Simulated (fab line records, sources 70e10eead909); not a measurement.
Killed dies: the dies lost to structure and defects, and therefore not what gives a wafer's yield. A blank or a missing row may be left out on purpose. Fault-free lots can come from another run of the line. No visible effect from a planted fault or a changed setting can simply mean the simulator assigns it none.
A struck lot beside a sound one | flow nand_harc | 15 out of 1159 route steps
Sound: wafers L471.1, L471.3, L471.5. Struck: wafers L478.3, L478.6. (L478.4 of the same lot was not struck and is left out.) The cause comes at the end.
Each step with rows lists, per side, the tool, then ch with its chambers, then its first start. Under that, the readings that differ: sound wafers | struck wafers | difference of the means | sigmas: that difference in standard deviations of wafers without a fault.
alike: readings with means less than 2 such deviations apart, plus words and numbers identical on both sides. not compared: withheld readings, readings lacking a value on some wafer, bounds such as >300 that could conceal the same value, and numbers that have no deviation in the record and whose values overlap.
A row with sigmas, a row that says differs or no value, or rows on one side alone: a step with any of these is where the two part. When numbers do not overlap yet have no deviation, they are printed without sigmas and do not part them. Lack of a reading on every wafer of one side parts them only where that side has two or more wafers.

first, 1 step without rows for these wafers: NHARC_A_CONTACT_DESCUM_13 (chemistry O2, time 3 s).
NHARC_A_CONTACT_ETCH_88: etches the open film in CF4, target depth 39 nm, time 65 s.
  sound on rie_diel-10 ch 0,1,2, day 17 15:04; struck on rie_diel-10 ch 1,2, day 19 02:03
  alike: chamber_pressure_mTorr, drypump_motor_current_A, oes_product_au, rf_vpp_V, run_length_s, showerhead_plenum_p_Torr, throttle_valve_pct
  not compared: rf_hours_counter_h
NHARC_A_CONTACT_ETCH_89: etches the open film in N2/H2, target depth 260 nm, time 475.3 s.
  sound on rie_diel-10 ch 1,2,3; struck on rie_diel-10 ch 1,2
  alike: chamber_pressure_mTorr, drypump_motor_current_A, oes_product_au, rf_vpp_V, run_length_s, showerhead_plenum_p_Torr, throttle_valve_pct
  not compared: rf_hours_counter_h
then, 2 steps without rows for these wafers: NHARC_A_CONTACT_ETCH_30 (etches the open film in CF4/CHF3, target depth 60.5 nm, time 30.2 s); NHARC_A_CONTACT_ETCH_31 (etches the open film in O2/COS, target depth 2000 nm, time 520 s).
NHARC_A_CONTACT_ETCH_134: etches the open film in C4F8/O2/Ar, time 140 s, target depth 700 nm.
  sound on har_cap_etch-03 ch 0,1, day 17 15:59; struck on har_cap_etch-01 ch 0,1, day 19 04:25
  alike: chamber_pressure_mTorr, run_length_s
  not compared: rf_hours_counter_h
then, 1 step without rows for these wafers: NHARC_A_CONTACT_ETCH_135 (etches the open film in C4F8/O2/Ar, time 132 s, target depth 1287 nm).
NHARC_A_CONTACT_ETCH_136: etches the open film in C4F8/O2/Ar, time 132 s, target depth 1287 nm.
  sound on har_cap_etch-03 ch 0,1, day 17 16:18; struck on har_cap_etch-01 ch 0,1, day 19 04:43
  alike: chamber_pressure_mTorr
  not compared: rf_hours_counter_h, run_length_s
then, 2 steps without rows for these wafers: NHARC_A_CONTACT_ETCH_137 (etches the open film in C4F8/O2/Ar, time 132 s, target depth 1287 nm); NHARC_A_CONTACT_ETCH_138 (etches the open film in C4F8/O2/Ar, time 132 s, target depth 1289 nm).
NHARC_A_CONTACT_ETCH_139: etches the open film in C4F8/O2/Ar, time 137 s, target depth 590 nm.
  sound on har_cap_etch-03 ch 0,1, day 17 16:40; struck on har_cap_etch-01 ch 0,1, day 19 05:07
  alike: chamber_pressure_mTorr, run_length_s
  not compared: rf_hours_counter_h
then, 1 step without rows for these wafers: NHARC_A_CONTACT_ETCH_92 (etches the open film in CH3F/O2, target depth 40 nm, time 85.7 s).
NHARC_A_CONTACT_ETCH_98: etches the open film in C4F6/O2, target depth 20 nm, time 10 s.
  sound on rie_diel-12 ch 0,1,2, day 17 17:13; struck on rie_diel-12 ch 0, day 19 05:35
  reading          | sound             | struck      | difference | sigmas
  run_length_s (s) | 30.58 30.70 31.16 | 27.67 27.62 | -3.17      | -11
  alike: chamber_pressure_mTorr, drypump_motor_current_A, oes_product_au, rf_vpp_V, showerhead_plenum_p_Torr, throttle_valve_pct
  not compared: rf_hours_counter_h
NHARC_A_CONTACT_CD_MEAS_15:
  sound on cd_sem-03, day 17 17:17; struck on cd_sem-01, day 19 05:40
  alike: cd_nm
-- record jumps: 2 days between struck wafers' starts before vs after; left off in module A_CONTACT, resumes in module END, first step shown is number 1159 of the route --
NHARC_END_SORT_01:
  only the struck wafers appear in the record here, on prober-02 ch 0 at day 21 15:35; the sound ones have no rows

== WHERE THEY PART ==
At NHARC_A_CONTACT_ETCH_98 first; at NHARC_END_SORT_01 last (within this record only).

WHY: whatever the simulator had introduced
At NHARC_A_CONTACT_ETCH_98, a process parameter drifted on rie_diel-12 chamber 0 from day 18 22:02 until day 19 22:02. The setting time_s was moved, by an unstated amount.
